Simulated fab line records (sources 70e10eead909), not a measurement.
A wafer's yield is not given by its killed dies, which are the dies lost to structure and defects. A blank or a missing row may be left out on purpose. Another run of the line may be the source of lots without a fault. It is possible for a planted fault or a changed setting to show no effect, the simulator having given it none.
3 desks, one fault	flow nand harc	every desk sees just its own numbers, and what lay behind them comes last

== THE METROLOGY DESK ==
Means of the sampled wafers that have a number, per lot and without regard to the tool the lot ran on: this is what the gauges read. Marked OUT: a lot whose mean sits more than 4 standard deviations from the usual mean, which makes it out of limits; the brackets give that distance.
Columns: A = cd nm at NHARC_P_GATE_CD_MEAS_26, usual 120.0 nm; B = overlay x nm at NHARC_P_GATE_OVL_MEAS_27, usual 0.1 nm; C = overlay y nm at NHARC_P_GATE_OVL_MEAS_27, usual 0.1 nm
lot	first seen here	A	B	C
L208	day 6 19:56	119.7	-0.2	-0.4
L211	day 7 17:29	119.7	-0.3	0.3
L216	day 10 02:41	120.0	0.3	-0.5
L223	day 13 02:43	120.9	1.6	-0.4
L224	day 13 08:53	122.8	0.9	0.1
L226	day 14 05:22	119.8	0.4	0.3
This desk's finding: nothing out of limits on any of the 6 lots.

== FOR THE TOOL OWNER'S DESK: arfi scanner-01 ==
The tool's own readings at NHARC_P_GATE_EXPOSE_23 (exposes mask P GATE, target cd 120 nm): means of the sampled wafers that have a number, for each lot that ran on this tool. Marked OUT: a lot whose mean sits more than 4 standard deviations from the usual mean, which makes it out of limits; the brackets give that distance.
Columns: A = exposure dose mJ cm2 at NHARC_P_GATE_EXPOSE_23, usual 93.89
lot	first seen here	A
L216	day 10 02:33	93.94
L223	day 13 02:35	90.85 (-32) OUT
L224	day 13 08:44	90.73 (-33) OUT
This desk finds L223, L224 out of limits, L223 being first, at day 13 02:35 (exposure dose mJ cm2 at NHARC_P_GATE_EXPOSE_23). L216: within limits.

== THE DEFECT DESK ==
Inspection counts along the route, by lot: the mean over sampled wafers that carry a number. Marked OUT: a lot whose mean sits more than 4 standard deviations from the usual mean, which makes it out of limits; the brackets give that distance.
Columns: A = raw defect count at NHARC_P_GATE_INSPECT_28, usual 7
lot	first seen here	A
L208	day 6 20:04	3
L211	day 7 17:37	2
L216	day 10 02:49	6
L223	day 13 02:50	10
L224	day 13 09:00	8
L226	day 14 05:29	4
This desk's finding: nothing out of limits on any of the 6 lots.

== ALL TOGETHER ==
The tool owner's desk had the chance to raise an alarm at day 13 02:35 on L223, L224.
Nothing out of limits was seen by the metrology desk.
No out-of-limits result turned up at the defect desk.
The metrology desk has L223, L224 on record, within its limits.
The defect desk has L223, L224 on record, within its limits.
Of the lots named, all ran NHARC_P_GATE_EXPOSE_23 on arfi scanner-01.

== WHAT THE SIMULATOR HAD PUT IN ==
Process parameters drifting: arfi scanner-01 at NHARC_P_GATE_EXPOSE_23, beginning at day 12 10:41. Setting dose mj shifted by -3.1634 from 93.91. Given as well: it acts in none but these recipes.
Lots struck among those shown: L223, L224.
Delay in hours, fault start to first out-of-limits reading, by desk: the tool owner's desk at 16.
